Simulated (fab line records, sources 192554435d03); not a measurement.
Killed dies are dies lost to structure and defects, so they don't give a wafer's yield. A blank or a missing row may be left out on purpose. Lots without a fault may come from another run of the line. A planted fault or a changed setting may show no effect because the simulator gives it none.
A struck lot beside a sound one | flow n5_finfet | 36 steps out of a route of 1938
Sound: wafers L977.3, L977.4, L977.6. Struck: wafer L979.3. (L979.1, L979.5 of the same lot were not struck and are left out.) The cause comes at the end.
At each step with rows: each side's tool, then ch and its chambers, then its first start. Under that, the readings that differ: sound wafers | struck wafers | difference of the means | sigmas: that difference in standard deviations of wafers without a fault.
alike: readings whose means differ by less than 2 such deviations, and words and numbers that are the same on both sides. not compared: withheld readings, readings that some wafer has no value for, bounds like >300 that may hide the same value, and numbers for which the record gives no deviation and whose values overlap.
The two part at a step that has a row with sigmas, a row that says differs or no value, or rows on one side only. Numbers that don't overlap but have no deviation are shown without sigmas and don't part them. A reading that every wafer of one side lacks parts them only if that side has two wafers or more.

first, 8 steps without rows for these wafers: N5_BEOL_M9_SPUTTER_48 (material Cu, target thk 12 nm, time 2 s); N5_BEOL_M9_ECD_50 (material Cu, target thk 318 nm); N5_BEOL_M9_ANNEAL_51 (time 90 s); N5_BEOL_M9_CMP_52 (polishes, stops on SiCOH lowk, t overpolish 7 s, target thk 140 nm); N5_BEOL_M9_PRE_CLEAN_55 (time 15 s); N5_BEOL_M9_DEP_56 (deposits SiCN from 3MS/NH3, target thk 15 nm, time 26.5 s); N5_BEOL_M10_ILD_DEP_00 (deposits SiCOH lowk from DEMS/porogen, target thk 308.51 nm, time 58 s); N5_BEOL_M10_CURE_71 (cures SiCOH lowk, time 240 s).
N5_BEOL_M10_PECVD_70: deposits SiO2 from TEOS/O2, target thk 20 nm, time 22.7 s.
  sound on pecvd-04 ch 0,2, day 12 08:38; struck on pecvd-04 ch 1, day 12 16:25
  reading                                     | sound          | struck | difference | sigmas
  showerhead_plenum_p_Torr (Torr)             | 8.86 8.82 8.73 | 8.68   | -0.12      | -2
  model.SiO2_of_BEOL_M10_PECVD_70.thk_nm (nm) | 19.4 19.4 19.8 | 14.8   | -4.7       |
  alike: heater_power_w, throttle_valve_pct
then, 24 steps without rows for these wafers: N5_BEOL_M10_HM_DEP_02 (deposits TiN, target thk 20 nm); N5_BEOL_M10_COAT_59 (time 60 s, resist thk 100 nm); N5_BEOL_M10_COAT_60 (time 60 s, resist thk 30 nm); N5_BEOL_M10_COAT_05 (resist thk 90 nm); N5_BEOL_M10_EBR_07; N5_BEOL_M10_SOFTBAKE_06 (time 60 s); N5_BEOL_M10_EXPOSE_08 (exposes mask M10); N5_BEOL_M10_PEB_09 (peb time 60 s); N5_BEOL_M10_DEVELOP_10 (develop time 30 s); N5_BEOL_M10_DESCUM_16 (chemistry O2, time 7.9 s); N5_BEOL_M10_ETCH_61 (etches SiARC in CF4, target depth 39 nm, time 65 s); N5_BEOL_M10_ETCH_62 (etches SOC in N2/H2, target depth 110 nm, overetch 22 nm, time 165 s); N5_BEOL_M10_STRIP_68 (strips in N2/H2); N5_BEOL_M10_STRIP_67 (strips in CF4); N5_BEOL_M10_HM_OPEN_17 (chemistry Cl2/BCl3, target TiN, target depth 20 nm, overetch 6 nm); N5_BEOL_M10_STRIP_19 (strips in O2); N5_BEOL_M10_COAT_63 (time 60 s, resist thk 100 nm); N5_BEOL_M10_COAT_64 (time 60 s, resist thk 30 nm); N5_BEOL_M10_COAT_22 (resist thk 90 nm); N5_BEOL_M10_EBR_24; N5_BEOL_M10_SOFTBAKE_23 (time 60 s); N5_BEOL_M10_EXPOSE_25 (exposes mask V9); N5_BEOL_M10_PEB_26 (peb time 60 s); N5_BEOL_M10_DEVELOP_27 (develop time 30 s).
N5_BEOL_M10_HM_STRIP_39: strips TiN in peroxide tin strip, target depth 25 nm, time 158 s.
  sound on wet_bench-02 ch 0,2,7, day 12 13:16; struck on wet_bench-02 ch 5, day 12 21:25
  reading                                     | sound          | struck | difference | sigmas
  model.SiO2_of_BEOL_M10_PECVD_70.thk_nm (nm) | 19.2 19.4 19.6 | 14.6   | -4.8       |
N5_BEOL_M10_CMP_52: polishes, stops on SiCOH lowk, t overpolish 7 s, target thk 140 nm.
  sound on cmp-02 ch 0,1, day 12 18:13; struck on cmp-01 ch 1, day 13 00:59
  reading                      | sound                | struck | difference | sigmas
  barrier_field_endpoint_s (s) | 27.6 28.5 28.7       | 22.4   | -5.9       | -7
  platen_rpm (rpm)             | 49.986 50.027 50.016 | 49.946 | -0.064     | -2
  alike: motor_current_A, slurry_flow_ml_min
N5_PASSIVATION_PROBE_49:
  the record has rows for the sound wafers here (prober-02, day 15 04:38) and none for the struck ones

WHERE THEY PART
First at N5_BEOL_M10_PECVD_70; last, within this record, at N5_PASSIVATION_PROBE_49.

WHY: what the simulator had put in
Process parameter drift: pecvd-04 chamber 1, from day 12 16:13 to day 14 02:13, at N5_BEOL_M10_PECVD_70. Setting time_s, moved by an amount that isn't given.
